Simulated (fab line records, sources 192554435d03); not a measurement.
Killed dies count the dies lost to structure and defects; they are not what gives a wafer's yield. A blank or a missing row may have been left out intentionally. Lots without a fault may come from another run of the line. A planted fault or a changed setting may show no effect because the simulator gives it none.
Split-lot experiment | flow n5 finfet | route with 1938 steps; 7 lots, 21 wafers read

## THE SPLIT ITSELF
At N5_SDB_COAT_05 (resist thk 90 nm), the setting spin rpm was moved away from the recipe's 1500 rpm on 8 of the 21 wafers read, by -7.7% to +7.0%. For the rest of the wafers, this setting stayed at what the recipe calls for.

## FROM THE SPLIT TO THE READING: what the file shows between them, 6 steps
- N5_SDB_EBR_07
- N5_SDB_SOFTBAKE_06: time 60 s
- N5_SDB_EXPOSE_08: exposes mask SDB
- N5_SDB_PEB_09: peb time 60 s
- N5_SDB_DEVELOP_10: develop time 30 s
- N5_SDB_DESCUM_16: chemistry O2, time 7.9 s

## THE READING
CAR-ArF_of_SDB_COAT_05.thk nm (the simulator's own value, which no gauge read), in nm, at N5_SDB_ETCH_17 (etches SiARC in CF4, target depth 23.4 nm, time 39 s). There is no usual value for it anywhere in the file. The 13 wafers here that ran the recipe average 66.8 nm, standard deviation 0.27 nm.

wafer  | tool, chamber at the split | spin rpm as run, rpm | against the recipe | CAR-ArF_of_SDB_COAT_05.thk nm, nm | against lot-mates on the recipe
L077.4 | litho track-02, 0          | 1500                 | recipe             | 67.2                              | -
L077.6 | litho track-02, 0          | 1500                 | recipe             | 67.2                              | -
L077.5 | litho track-02, 0          | 1500                 | recipe             | 67                                | -
L078.1 | litho track-03, 0          | 1500                 | recipe             | 66.4                              | -
L078.4 | litho track-03, 0          | 1500                 | recipe             | 66.4                              | -
L078.5 | litho track-03, 0          | 1500                 | recipe             | 66.6                              | -
L080.2 | litho track-02, 0          | 1500                 | recipe             | 67                                | -
L080.3 | litho track-02, 0          | 1562                 | +4.1%              | 65.2                              | -1.8
L080.5 | litho track-02, 0          | 1562                 | +4.1%              | 65                                | -2.0
L084.2 | litho track-03, 0          | 1398                 | -6.8%              | 70.4                              | no lot-mate on the recipe
L084.6 | litho track-03, 0          | 1398                 | -6.8%              | 70.4                              | no lot-mate on the recipe
L084.4 | litho track-03, 0          | 1398                 | -6.8%              | 70.2                              | no lot-mate on the recipe
L087.1 | litho track-02, 0          | 1500                 | recipe             | 66.6                              | -
L087.2 | litho track-02, 0          | 1605                 | +7.0%              | 64                                | -2.7
L087.3 | litho track-02, 0          | 1500                 | recipe             | 66.8                              | -
L088.1 | litho track-03, 0          | 1385                 | -7.7%              | 70.6                              | +3.6
L088.2 | litho track-03, 0          | 1500                 | recipe             | 67                                | -
L088.6 | litho track-03, 0          | 1385                 | -7.7%              | 70.8                              | +3.8
L094.2 | litho track-02, 0          | 1500                 | recipe             | 66.6                              | -
L094.3 | litho track-02, 0          | 1500                 | recipe             | 67                                | -
L094.5 | litho track-02, 0          | 1500                 | recipe             | 66.8                              | -

THE FIT
A straight line over all 21 wafers: CAR-ArF_of_SDB_COAT_05.thk nm changes by -0.48 nm for each +1% of spin rpm; r = -0.99; the points scatter about the line by 0.28 nm.
The same after taking each lot's own level away (the mean of its wafers on the recipe; 18 wafers): -0.455 nm for each +1%; r = -0.99; scatter 0.17 nm.
Per that fit: largest spin rpm move, reading shift of 3.5 nm.
Across the lots, their own levels run from 66.47 to 67.13 nm, a range of 2.5 times the standard deviation given above.
The two slopes agree, so the slope changes little with the lot-to-lot level.
Check: +3.5 nm against its lot-mates is what the line predicts for one of the wafers moved furthest among these (-7.7%) when that wafer is left out of the fit. It came out at +3.6 nm against them.

## THESE WAFERS: OTHER SPLITS
These wafers also went through other splits before the reading. Each is held against what the fit with the lots' levels taken away leaves over:
other split on the same wafers        | wafers away from the commonest value | r with CAR-ArF_of_SDB_COAT_05.thk nm (lot level and that fit taken away)
N5_WELL_APT_COAT_02 spin rpm          | 6                                    | +0.26
N5_FIN_SAQP_SPACER1_ALD_24 ald cycles | 8                                    | +0.00
N5_FIN_CUT_ETCH_21 time s             | 5                                    | +0.23
N5_SD_EPI_N_EPI_21 temp c             | 7                                    | +0.23
N5_SD_EPI_P_COAT_34 spin rpm          | 7                                    | -0.11

## THE WHOLE CHAIN: every reading that the file lists as answering this split, in the file's order
step              | what it does                                         | reading                                                                        | change (the file's fit)               | r (the file's)
N5_SDB_COAT_05    | resist thk 90 nm                                     | CAR-ArF_of_SDB_COAT_05.thk nm (the simulator's own value, which no gauge read) | -0.434 nm for each +1% of the setting | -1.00
N5_SDB_DEVELOP_10 | develop time 30 s                                    | CAR-ArF_of_SDB_COAT_05.thk nm (the simulator's own value, which no gauge read) | -0.447 nm for each +1% of the setting | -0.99
N5_SDB_ETCH_17    | etches SiARC in CF4, target depth 23.4 nm, time 39 s | CAR-ArF_of_SDB_COAT_05.thk nm (the simulator's own value, which no gauge read) | -0.441 nm for each +1% of the setting | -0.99

## THE FILE'S OWN FIT
CAR-ArF_of_SDB_COAT_05.thk nm changes by -0.441 nm for each +1% of spin rpm, r = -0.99.
